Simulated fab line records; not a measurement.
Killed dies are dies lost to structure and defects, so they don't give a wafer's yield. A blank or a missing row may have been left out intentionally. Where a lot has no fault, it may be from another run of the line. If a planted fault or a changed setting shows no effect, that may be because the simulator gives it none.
A lot that was struck, set against a sound lot | flow n5-finfet | 16 steps out of a route of 1938
Sound: wafers L578.1, L578.2, L578.6. The struck wafers were L588.3, L588.4, L588.5. The cause is named last.
Per side, at each step with rows, come the tool, then ch with its chambers, and then its first start. Under that, the readings that differ: sound wafers | struck wafers | difference of the means | sigmas: that difference in standard deviations of wafers without a fault.
alike: words and numbers the same on both sides, and readings whose means are apart by under 2 such deviations; not compared: readings that were withheld, readings missing a value for some wafer, numbers with overlapping values and no deviation given by the record, and bounds like >300 which may hide the same value.
The two part at a step that has a row with sigmas, a row that says differs or no value, or rows on one side only. When numbers do not overlap yet have no deviation, they are printed without sigmas and do not part them. Lack of a reading on every wafer of one side parts them only where that side has two or more wafers.

first, 6 steps without rows for these wafers: N5_BEOL_M1_COAT_22 (resist thk 30 nm); N5_BEOL_M1_EBR_24; N5_BEOL_M1_SOFTBAKE_23 (time 60 s); N5_BEOL_M1_EXPOSE_25 (exposes mask V0, defocus 5 nm, target cd 24 nm); N5_BEOL_M1_PEB_26 (peb time 60 s); N5_BEOL_M1_DEVELOP_27 (develop time 30 s).
N5_BEOL_M1_CD_MEAS_28: target cd y 23.3 nm.
  sound on cd-sem-01 ch 0, day 6 08:32; struck on cd-sem-02 ch 0, day 8 19:12
  alike: cd-nm
N5_BEOL_M1_OVL_MEAS_29:
  sound on overlay-01 ch 0, day 6 08:34; struck on overlay-02 ch 0, day 8 19:14
  alike: V0_OVL
N5_BEOL_M1_INSPECT_30: inspects for defects (brightfield).
  sound on defect-inspect-01 at day 6 08:38; struck on defect-inspect-02 at day 8 19:17
  alike: raw-defect-count
N5_BEOL_M1_DESCUM_33: chemistry O2, time 7 s.
  sound on rie-diel-06 ch 1,3, day 6 08:40; struck on rie-diel-06 ch 0,2, day 8 19:19
  alike: drypump-motor-current-A, oes-product-au, rf-vpp-V, showerhead-plenum-p-Torr, throttle-valve-pct
  not compared: rf-hours-counter-h
N5_BEOL_M1_ETCH_77: etches underlayer in N2/H2, target depth 6.5 nm, time 5.2 s.
  sound on rie-diel-06 ch 1,3, day 6 08:42; struck on rie-diel-06 ch 0,2, day 8 19:22
  alike: drypump-motor-current-A, etch-rf-on-time-s, oes-product-au, rf-vpp-V, showerhead-plenum-p-Torr, throttle-valve-pct
  not compared: rf-hours-counter-h
N5_BEOL_M1_ETCH_69: etches SiARC in CF4, target depth 15.6 nm, time 26 s.
  sound on rie-diel-06 ch 1,3, day 6 08:43; struck on rie-diel-06 ch 0,2, day 8 19:23
  alike: drypump-motor-current-A, etch-rf-on-time-s, oes-product-au, rf-vpp-V, showerhead-plenum-p-Torr, throttle-valve-pct
  not compared: rf-hours-counter-h
N5_BEOL_M1_ALD_98: deposits SiO2, target thk 2.5 nm, pulse time 1 s, co reactant pulse time 1 s.
  sound on ald-sin-02 ch 2,3, day 6 08:49; struck on ald-sin-02 ch 2,3, day 8 20:13
  reading              | sound               | struck            | difference | sigmas
  susceptor-temp-C (C) | 100.04 100.01 99.81 | 97.42 97.44 97.73 | -2.42      | -19
  alike: heater-power-w, precursor-pulse-height-rel
N5_BEOL_M1_ETCHBACK_99: etches SiO2 in CHF3, target depth 5 nm, time 10.4 s.
  sound on rie-diel-03 ch 0,2, day 6 09:31; struck on rie-diel-03 ch 0,2,3, day 8 20:23
  alike: drypump-motor-current-A, oes-product-au, rf-vpp-V, showerhead-plenum-p-Torr, throttle-valve-pct
  not compared: rf-hours-counter-h
N5_BEOL_M4_RC_MEAS_101:
  sound on prober-01 ch 0, day 7 23:13; struck on prober-02 ch 0, day 10 14:47
  alike: DIBL_N, DIBL_P, IOFF_N, IOFF_P, ION_N, ION_P, SS_N, SS_P, VT_N, VT_P
-- record jumps: 4 days separate the struck wafers' starts on either side; left off in module BEOL_M4, taken up again in module PASSIVATION, whose first shown step is the route's number 1936 --
N5_PASSIVATION_PROBE_49:
  the record has rows for the struck wafers here (prober-01, day 14 23:27) and none for the sound ones

== WHERE THEY PART ==
At N5_BEOL_M1_ALD_98 first; at N5_PASSIVATION_PROBE_49 last (within this record only).

WHY: whatever the simulator had introduced
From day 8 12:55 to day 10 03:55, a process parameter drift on ald-sin-02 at N5_BEOL_M1_ALD_98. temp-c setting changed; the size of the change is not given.
